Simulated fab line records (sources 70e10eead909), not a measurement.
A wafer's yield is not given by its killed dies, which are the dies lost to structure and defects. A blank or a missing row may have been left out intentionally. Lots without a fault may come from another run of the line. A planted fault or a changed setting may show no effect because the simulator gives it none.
fab line records	flow nand-harc
record lots=5	wafers=15	last-day=33
route steps=1302 shown A_STAIRCASE@822
lots that met no fault: from a run of the same line without faults
start-h: start of the lot's first displayed wafer, in hours after the record's first day	wait-h: hours elapsed since this lot's preceding step	" the same as in the row above	L1.1+2: several wafers, shown together as one row	- no value, or no start was given	* or withheld: withheld	< > ~ a bound
route shown NAME@n: names a module that has steps shown in the file, with the first one's number in the route	usual: mean/standard deviation taken from wafers without a fault	same: alike in all rows	chamber/n: place in a boat	sites: each site's reading	_std_site: standard deviation of those values	_edge_site: the outer-site mean with the inner-site mean subtracted	radius-mm: for every site, how far away it sits from the centre of the wafer	mask NAME#n: copy n	behind: tool/chamber where the wafer was last shaped	hold: the reason the lot was held/the length of the hold in hours/how it ended	device: which transistor (n, p or np) failed to switch	end of line: tests run on the same wafers once the route is complete	step lacking rows: just its recipe	killed: dies lost to structure and defects at the first sort, not the wafer's yield	map: a wafer's dies, x killed, . not, _ none there
set.NAME: setting as actually run; set.NAME@STEP: the setting as run at that earlier step	model.NAME: the simulator's own value behind a step, which no gauge read
lots seen at some steps along the route; tables by step, rows by wafer
services: when a tool's chamber went out of use (start-h, in hours from the record's first day, below 0 if earlier), for how many hours, and the reason
## steps
# step NHARC_A_STAIRCASE_COAT_304
# recipe spin-rpm=1200
# step NHARC_A_STAIRCASE_SOFTBAKE_305
# recipe temp-c=135	time-s=170
# step NHARC_A_STAIRCASE_EBR_306
# step NHARC_A_STAIRCASE_EXPOSE_307
# recipe na=0.5	dose-mj=45.72	mask-id=CHOP_50
# step NHARC_A_STAIRCASE_PEB_308
# recipe peb-temp-c=115	peb-time-s=130
# step NHARC_A_STAIRCASE_DEVELOP_309
# recipe time-s=140
# step NHARC_A_STAIRCASE_HARDBAKE_311
# recipe temp-c=120	time-s=140
# step NHARC_A_STAIRCASE_DESCUM_312
# recipe time-s=3	o2-flow-sccm=200	ar-flow-sccm=0	bias-power-w=0	chemistry=O2
# usual drypump-motor-current-A=5.5/0.52	o2-flow-sccm=199.9/0.61	oes-product-au=1.000/0.011	rf-vpp-V=57.7/0.98	showerhead-plenum-p-Torr=1.90/0.1	throttle-valve-pct=11.312/0.0088
lot.wafer	tool	chamber	start-h	wait-h	drypump-motor-current-A	o2-flow-sccm	oes-product-au	rf-hours-counter-h	rf-vpp-V	showerhead-plenum-p-Torr	throttle-valve-pct
L811.2	rie-diel-01	1	402.71	-	6.3	200.7	1.002	7	55.9	1.83	11.302
L811.3	"	3	"	"	5.3	200.2	1.022	7	56.6	1.83	11.303
L811.6	"	3	"	"	5.3	200.3	1.010	-	56.4	1.83	11.301
L816.4	rie-diel-06	1	434.21	-	5.1	199.8	0.984	39	58.1	2.05	11.314
L816.6	"	3	"	"	5.0	200.7	1.025	-	58.2	1.79	11.310
L816.5	"	0	"	"	5.6	200.5	0.998	-	56.3	1.78	11.311
L826.2	rie-diel-06	3	557.11	-	5.0	199.1	1.011	24	56.7	1.78	11.307
L826.3	"	0	"	"	5.6	199.6	1.008	25	57.3	2.07	11.300
L826.1	"	1	"	"	5.2	199.7	0.987	25	56.6	2.03	11.314
L832.2	rie-diel-01	2	594.69	-	6.1	199.3	1.001	10	58.4	1.94	11.312
L832.5	"	0	"	"	6.0	199.9	0.991	-	56.5	1.88	11.302
L832.6	"	1	"	"	6.3	200.6	1.008	-	58.1	1.81	11.320
L833.1	rie-diel-08	0	620.12	-	5.1	200.6	0.988	24	56.5	1.82	11.313
L833.3	"	2	"	"	4.8	200.4	1.007	18	56.7	1.80	11.331
L833.5	"	0	"	"	5.1	198.3	0.990	-	58.1	1.82	11.307
# step NHARC_A_STAIRCASE_ETCH_313
# recipe cf4-flow-sccm=100	chf3-flow-sccm=30	ar-flow-sccm=0	rf-w=500	bias-w=200	chemistry=CF4/CHF3
# usual cf4-flow-sccm=100.0/0.32	drypump-motor-current-A=5.5/0.52	oes-product-au=0.935/0.022	rf-vpp-V=370.6/2.8	showerhead-plenum-p-Torr=1.57/0.081	throttle-valve-pct=16.803/0.008
lot.wafer	tool	chamber	start-h	wait-h	cf4-flow-sccm	drypump-motor-current-A	oes-product-au	rf-hours-counter-h	rf-vpp-V	showerhead-plenum-p-Torr	throttle-valve-pct
L811.2	rie-diel-01	0	402.92	0.2	100.2	6.0	0.918	7	370.7	1.56	16.807
L811.3	"	1	"	"	99.8	6.2	0.915	7	369.5	1.51	16.806
L811.6	"	1	"	"	100.1	6.2	0.914	-	367.6	1.51	16.812
L816.4	rie-diel-06	1	434.28	0.1	100.2	5.2	0.923	39	373.7	1.68	16.802
L816.6	"	1	"	"	99.7	5.2	0.921	-	372.6	1.68	16.796
L816.5	"	2	"	"	100.0	4.8	0.925	-	367.2	1.46	16.797
L826.1	rie-diel-06	1	557.20	0.1	99.8	5.1	0.912	25	372.5	1.66	16.807
L826.2	"	2	"	"	100.1	4.8	0.938	18	374.7	1.70	16.797
L826.3	"	3	"	"	100.0	5.0	0.939	24	366.5	1.47	16.791
L832.2	rie-diel-01	2	594.76	0.1	99.7	6.0	0.908	11	371.5	1.60	16.799
L832.5	"	2	"	"	100.2	6.0	0.925	-	372.8	1.60	16.801
L832.6	"	3	"	"	99.8	5.4	0.935	-	367.9	1.50	16.800
L833.1	rie-diel-08	1	620.22	0.1	100.1	4.9	0.923	22	370.7	1.56	16.803
L833.3	"	2	"	"	99.8	4.8	0.932	18	368.5	1.48	16.787
L833.5	"	3	"	"	100.0	5.2	0.919	-	372.9	1.67	16.806
# step NHARC_A_STAIRCASE_HM_OPEN_463
# recipe o2-flow-sccm=400	cos-flow-sccm=20	ar-flow-sccm=0	rf-w=500	bias-w=300	chemistry=O2/COS
# usual drypump-motor-current-A=5.5/0.51	o2-flow-sccm=400.0/1.1	oes-product-au=1.001/0.01	rf-vpp-V=467/3.6	showerhead-plenum-p-Torr=3.11/0.16	throttle-valve-pct=28.330/0.0099
lot.wafer	tool	chamber	start-h	wait-h	drypump-motor-current-A	o2-flow-sccm	oes-product-au	rf-hours-counter-h	rf-vpp-V	showerhead-plenum-p-Torr	throttle-valve-pct
L811.2	rie-diel-01	1	-	-	6.3	400.4	1.013	7	464	2.99	28.330
L811.3	"	0	"	"	6.1	398.6	1.016	7	468	3.09	28.330
L811.6	"	3	"	"	5.3	398.4	1.012	-	465	3.00	28.342
L816.4	rie-diel-06	1	-	-	5.2	398.8	0.996	39	473	3.33	28.338
L816.5	"	0	"	"	5.6	399.1	1.000	-	462	2.91	28.315
L816.6	"	1	"	"	5.2	400.3	0.994	-	470	3.33	28.331
L826.1	rie-diel-06	0	-	-	5.6	400.5	0.996	25	473	3.36	28.338
L826.3	"	1	"	"	5.2	398.5	0.982	25	469	3.30	28.321
L826.2	"	2	"	"	4.8	398.9	1.004	18	472	3.36	28.325
L832.2	rie-diel-01	0	-	-	6.0	399.6	0.989	10	466	3.06	28.319
L832.5	"	1	"	"	6.2	402.1	0.998	-	464	2.96	28.342
L832.6	"	2	"	"	6.0	401.1	0.990	-	468	3.17	28.324
L833.1	rie-diel-08	0	-	-	5.1	398.2	0.995	25	465	2.97	28.318
L833.3	"	1	"	"	4.9	400.7	0.991	22	467	3.10	28.351
L833.5	"	3	"	"	5.2	401.3	1.004	-	472	3.31	28.333
# step NHARC_A_STAIRCASE_STRIP_464
# recipe o2-flow-sccm=400	cos-flow-sccm=20	ar-flow-sccm=0	bias-w=0	chemistry=O2/COS
# step NHARC_A_STAIRCASE_ETCH_453
# recipe target-depth-a=300	overetch-a=30	time-s=16.5	ion-energy-ev=100	cf4-flow-sccm=80	o2-flow-sccm=20	ar-flow-sccm=0	rf-w=300	bias-w=100	chemistry=CF4/O2
# usual cf4-flow-sccm=79.99/0.22	drypump-motor-current-A=5.5/0.5	o2-flow-sccm=19.99/0.059	oes_ar_750_au=1.000/0.0045	oes-product-au=1.000/0.011	rf-vpp-V=197.7/1.6	showerhead-plenum-p-Torr=1.33/0.07	throttle-valve-pct=13.398/0.0095
lot.wafer	tool	chamber	start-h	wait-h	cf4-flow-sccm	drypump-motor-current-A	o2-flow-sccm	oes_ar_750_au	oes-product-au	rf-hours-counter-h	rf-vpp-V	showerhead-plenum-p-Torr	throttle-valve-pct
L811.3	rie-diel-01	1	403.56	-	80.03	6.3	19.99	1.003	1.002	7	196.6	1.28	13.396
L811.2	"	3	"	"	79.92	5.3	19.94	0.992	1.012	7	196.8	1.28	13.397
L811.6	"	1	"	"	80.19	6.2	19.96	1.002	0.994	-	198.7	1.28	13.404
L816.4	rie-diel-06	1	434.74	-	80.07	5.2	20.01	1.004	0.995	39	199.2	1.43	13.399
L816.6	"	0	"	"	80.05	5.6	19.90	0.995	0.991	-	196.6	1.24	13.381
L816.5	"	1	"	"	80.03	5.2	20.04	0.997	0.994	-	198.8	1.43	13.385
L826.2	rie-diel-06	3	557.65	-	80.03	5.0	20.03	1.003	1.015	24	196.0	1.24	13.415
L826.1	"	0	"	"	80.19	5.6	20.03	1.001	1.009	25	199.2	1.44	13.388
L826.3	"	1	"	"	80.20	5.1	20.01	0.999	0.940	25	198.9	1.42	13.406
L832.2	rie-diel-01	3	595.22	-	80.33	5.3	20.02	0.997	1.005	10	197.8	1.27	13.382
L832.5	"	3	"	"	80.25	5.3	19.96	1.002	1.017	-	195.4	1.27	13.402
L832.6	"	0	"	"	79.96	6.0	20.04	0.995	1.006	-	197.5	1.31	13.397
L833.3	rie-diel-08	0	620.66	-	79.72	5.1	20.01	1.006	0.994	25	197.6	1.27	13.394
L833.1	"	1	"	"	80.04	4.9	19.96	0.998	0.997	22	198.7	1.32	13.398
L833.5	"	0	"	"	79.49	5.1	19.99	1.002	1.009	-	196.2	1.27	13.399
# step NHARC_A_STAIRCASE_ETCH_315
# recipe target-depth-a=25000	time-s=607.1	ion-energy-ev=800	c4f8-flow-sccm=80	o2-flow-sccm=60	ar-flow-sccm=withheld	rf-w=600	bias-w=3000	chemistry=C4F8/O2/Ar
# usual oes-product-au=0.933/0.012	rf-vpp-V=1826/13
lot.wafer	tool	chamber	start-h	wait-h	oes-product-au	rf-hours-counter-h	rf-vpp-V
L811.3	rie-diel-01	2	-	-	0.982	1	1835
L811.2	"	0	"	"	0.928	7	1826
L811.6	"	3	"	"	0.925	-	1817
L816.4	rie-diel-06	3	-	-	0.949	40	1811
L816.5	"	2	"	"	0.936	-	1808
L816.6	"	3	"	"	0.957	-	1810
L826.3	rie-diel-06	0	-	-	0.937	25	1846
L826.2	"	1	"	"	0.933	25	1841
L826.1	"	3	"	"	0.957	24	1809
L832.2	rie-diel-01	1	-	-	0.937	11	1814
L832.6	"	2	"	"	0.922	-	1830
L832.5	"	3	"	"	0.944	-	1816
L833.3	rie-diel-08	1	-	-	0.925	22	1826
L833.1	"	3	"	"	0.923	21	1842
L833.5	"	0	"	"	0.922	-	1815
## services
tool	chamber	start-h	hours	kind
rie-diel-01	-	380.84	9.0	pm
rie-diel-01	0	380.84	9.0	vent-cycle
rie-diel-01	1	380.84	9.0	vent-cycle
rie-diel-01	2	380.84	9.0	vent-cycle
rie-diel-01	3	380.84	9.0	vent-cycle
rie-diel-06	0	389.79	-	clean
rie-diel-06	1	389.79	-	clean
rie-diel-06	2	389.79	-	clean
rie-diel-06	3	389.79	-	clean
rie-diel-01	0	389.84	-	clean
rie-diel-01	1	389.84	-	clean
rie-diel-01	1	389.84	-	consumable-replace:focus-ring
rie-diel-01	2	389.84	-	clean
rie-diel-01	3	389.84	-	clean
rie-diel-06	2	396.28	6.9	repair
rie-diel-06	0	414.29	-	clean
rie-diel-06	1	414.29	-	clean
rie-diel-06	-	484.27	9.0	pm
rie-diel-08	3	484.52	13.7	repair
rie-diel-08	0	500.86	19.0	repair
rie-diel-06	1	513.87	7.6	repair
rie-diel-08	3	522.70	4.1	repair
rie-diel-08	-	547.30	9.0	pm
rie-diel-01	-	557.91	9.0	pm
## key
first-sign step=NHARC_A_STAIRCASE_ETCH_453	reading=oes-product-au	direction=down	sigmas=5.5	usual=1.000	struck=0.940
effect none on later readings
met-at NHARC_A_STAIRCASE_ETCH_453
struck-wafers L826.3
tester-left-out L826
onset-between 434.74 557.65
fault kind=process-parameter-drift	tool=rie-diel-06	chamber=1	onset-h=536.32	steps=NHARC_A_STAIRCASE_ETCH_453	channel=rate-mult	offset=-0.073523	shape=step	end-h=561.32
# tester-left-out: of these lots the tester's yield and bins aren't shown, on N5 and GAA mostly nor the transistor test; their killed dies are dies lost to structure and defects alone, not to doping, threshold or leakage, so they don't give the yield
